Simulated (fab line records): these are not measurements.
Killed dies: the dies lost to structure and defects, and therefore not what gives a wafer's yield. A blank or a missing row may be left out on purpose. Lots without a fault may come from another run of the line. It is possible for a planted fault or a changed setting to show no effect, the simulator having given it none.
Matching of chambers | flow n5_finfet | N5_BEOL_M1_PRE_CLEAN_60 on cvd_co-01: 3 sister chambers
The step time 15 s. 3 wafers are shown with their chamber, then 12 later ones without.

== EACH WAFER AND ITS CHAMBER ==
wafer  | chamber | heater_power_w (W)
L090.5 | 0       | 77
L092.4 | 2       | 80
L092.6 | 1       | 141

== WAFERS WITHOUT THEIR CHAMBER ==
wafer  | heater_power_w (W)
L093.3 | 82
L093.4 | 82
L093.6 | 77
L094.1 | 83
L094.5 | 77
L094.6 | 143
L095.2 | 82
L095.4 | 78
L095.6 | 142
L096.1 | 81
L096.5 | 142
L096.6 | 83

== WHICH CHAMBER EACH ONE RAN IN ==
wafer  | from the rows above     | in truth
L093.3 | can't be placed: 2 or 0 | 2
L093.4 | can't be placed: 2 or 0 | 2
L093.6 | can't be placed: 0 or 2 | 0
L094.1 | can't be placed: 2 or 0 | 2
L094.5 | can't be placed: 0 or 2 | 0
L094.6 | 1                       | 1
L095.2 | can't be placed: 2 or 0 | 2
L095.4 | can't be placed: 0 or 2 | 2
L095.6 | 1                       | 1
L096.1 | can't be placed: 2 or 0 | 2
L096.5 | 1                       | 1
L096.6 | can't be placed: 2 or 0 | 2
Correct placement for 3 of the 12. Not placeable from these rows: 9 (in 9, the candidates include the true chamber). Wrongly placed: 0.
How it was worked out, from the rows above alone: a wafer's distance from a chamber is the root of the sum, over the readings, of the square of ((its reading less the chamber's mean) divided by the reading's scatter). If the next closest chamber is less than 2 further off than the closest, the wafer can't be placed; otherwise it belongs to the closest. The mean given for a chamber averages the wafers shown for that chamber. The scatter: root of mean squared gap, hidden wafer to nearest shown wafer, with one shown wafer a chamber.
